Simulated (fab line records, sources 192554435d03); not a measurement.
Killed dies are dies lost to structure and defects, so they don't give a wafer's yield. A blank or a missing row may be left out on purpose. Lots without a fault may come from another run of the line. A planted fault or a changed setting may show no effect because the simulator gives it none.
Split-lot experiment | flow n5_finfet | 7 lots, 21 wafers read, on a route of 1938 steps

THE SPLIT
At N5_GATE_CUT_COAT_27 (time 60 s, resist thk 10 nm), the setting spin_rpm was moved away from the recipe's 1500 rpm on 4 of the 21 wafers read, by -8.9% to +11.1%. The other wafers ran this setting at the recipe's value.

FROM THE SPLIT TO THE READING: what the file shows between them, 1 step
- N5_GATE_CUT_DESCUM_18: chemistry O2, time 7 s (also split here: time_s)

THE READING
etch.depth_nm (the simulator's own value, which no gauge read), in nm, at N5_GATE_CUT_ETCH_28 (etches underlayer in N2/H2, target depth 13 nm, time 10.4 s). The file gives no usual value for it. The 17 wafers here that ran the recipe average 10.015 nm, standard deviation 0.033 nm.

wafer  | tool, chamber at the split | spin_rpm as run, rpm | against the recipe | etch.depth_nm, nm | against lot-mates on the recipe
L079.1 | litho_track-03, 0          | 1500                 | recipe             | 10.08             | -
L079.4 | litho_track-03, 0          | 1500                 | recipe             | 10.05             | -
L079.6 | litho_track-03, 0          | 1500                 | recipe             | 10.07             | -
L080.2 | litho_track-04, 0          | 1500                 | recipe             | 10.04             | -
L080.3 | litho_track-04, 0          | 1500                 | recipe             | 9.995             | -
L080.6 | litho_track-04, 0          | 1545                 | +3.0%              | 9.861             | -0.156
L083.2 | litho_track-03, 0          | 1500                 | recipe             | 9.982             | -
L083.3 | litho_track-03, 0          | 1500                 | recipe             | 9.995             | -
L083.4 | litho_track-03, 0          | 1500                 | recipe             | 9.961             | -
L086.4 | litho_track-02, 0          | 1500                 | recipe             | 10.01             | -
L086.5 | litho_track-02, 0          | 1500                 | recipe             | 10.04             | -
L086.6 | litho_track-02, 0          | 1667                 | +11.1%             | 9.533             | -0.492
L088.1 | litho_track-03, 0          | 1500                 | recipe             | 9.987             | -
L088.4 | litho_track-03, 0          | 1500                 | recipe             | 9.973             | -
L088.6 | litho_track-03, 0          | 1500                 | recipe             | 10                | -
L089.4 | litho_track-02, 0          | 1500                 | recipe             | 10.01             | -
L089.5 | litho_track-02, 0          | 1500                 | recipe             | 10                | -
L089.6 | litho_track-02, 0          | 1446                 | -3.6%              | 10.15             | +0.145
L094.2 | litho_track-02, 0          | 1500                 | recipe             | 10.02             | -
L094.3 | litho_track-02, 0          | 1366                 | -8.9%              | 10.49             | +0.460
L094.6 | litho_track-02, 0          | 1500                 | recipe             | 10.04             | -

THE FIT
A straight line over all 21 wafers: etch.depth_nm changes by -0.0468 nm for each +1% of spin_rpm; r = -0.98; the points scatter about the line by 0.036 nm.
The same after taking each lot's own level away (the mean of its wafers on the recipe; 21 wafers): -0.0469 nm for each +1%; r = -0.99; scatter 0.018 nm.
On that fit, the largest move of spin_rpm shifts the reading by 0.52 nm.
The lots' own levels span 9.9793 to 10.0667 nm, that is 2.7 times the standard deviation above.
So the lot-to-lot level changes the slope little: the two slopes agree.
Check: with one of the wafers moved furthest among these (+11.1%) left out of the fit, the line predicts -0.561 nm for it against its lot-mates. It came out at -0.492 nm against them.

OTHER SPLITS ON THESE WAFERS
These wafers also went through other splits before the reading. Each is held against what the fit with the lots' levels taken away leaves over:
other split on the same wafers | wafers away from the commonest value | r with etch.depth_nm (lot level and that fit taken away)
N5_SDB_EXPOSE_08 dose_mj       | 4                                    | -0.08
N5_HKMG_FIN_ETCH_54 source_w   | 4                                    | +0.16
N5_GATE_CUT_DESCUM_18 time_s   | 7                                    | +0.13

THE WHOLE CHAIN: every reading that the file lists as answering this split, in the file's order
step                | what it does                                                | reading                                                                                | change (the file's fit)                | r (the file's)
N5_GATE_CUT_COAT_27 | time 60 s, resist thk 10 nm                                 | underlayer_of_GATE_CUT_COAT_27.thk_nm (the simulator's own value, which no gauge read) | -0.0414 nm for each +1% of the setting | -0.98
N5_GATE_CUT_ETCH_28 | etches underlayer in N2/H2, target depth 13 nm, time 10.4 s | etch.depth_nm (the simulator's own value, which no gauge read)                         | -0.0469 nm for each +1% of the setting | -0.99

THE FILE'S OWN FIT
etch.depth_nm changes by -0.0469 nm for each +1% of spin_rpm, r = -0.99.
